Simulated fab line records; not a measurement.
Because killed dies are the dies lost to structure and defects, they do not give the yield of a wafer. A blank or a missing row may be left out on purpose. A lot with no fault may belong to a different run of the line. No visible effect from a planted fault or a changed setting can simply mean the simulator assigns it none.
Matching of chambers ; flow n5-finfet ; pecvd-04 running N5_BEOL_M10_ILD_DEP_00: 3 sister chambers
The step deposits SiCOH lowk from DEMS/porogen, target thk 308.51 nm, time 58 s. 6 wafers are shown with their chamber, then 8 later ones without.

## WAFERS PAIRED WITH THEIR CHAMBERS
wafer;chamber;throttle-valve-pct (%);showerhead-plenum-p-Torr (Torr)
L083.1;1;15.6;5.737
L085.2;1;15.5;5.754
L089.3;0;14.5;5.774
L089.4;2;13.7;5.748
L089.6;0;14.5;5.767
L092.1;2;13.8;5.739

## WAFERS WITH NO CHAMBER GIVEN
wafer;throttle-valve-pct (%);showerhead-plenum-p-Torr (Torr)
L092.4;14.6;5.780
L092.5;14.1;5.736
L094.2;15.6;5.738
L094.5;15.4;5.756
L094.6;14.0;5.752
L096.4;15.7;5.762
L096.5;14.4;5.743
L096.6;13.9;5.731

## WHICH CHAMBER EACH WENT THROUGH
wafer;from the rows above;in truth
L092.4;0;0
L092.5;can't be placed: 2 or 0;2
L094.2;1;1
L094.5;1;1
L094.6;2;2
L096.4;1;1
L096.5;0;0
L096.6;2;2
Placed correctly: 7 of 8. Cannot be placed on the basis of these rows: 1; the candidates contain the true chamber in 1. Wrongly placed: 0.
How it was worked out, from the rows above alone: a wafer's distance from a chamber is the root of the sum, over the readings, of the square of ((its reading less the chamber's mean) divided by the reading's scatter). The wafer belongs to the nearest chamber; if the next one is less than 2 further off, it can't be placed. For every chamber, the mean is computed from those of its wafers that are shown. The scatter is the square root of a quotient: the sum, over the shown wafers, of each reading's squared deviation from its chamber's mean, divided by wafers minus chambers.
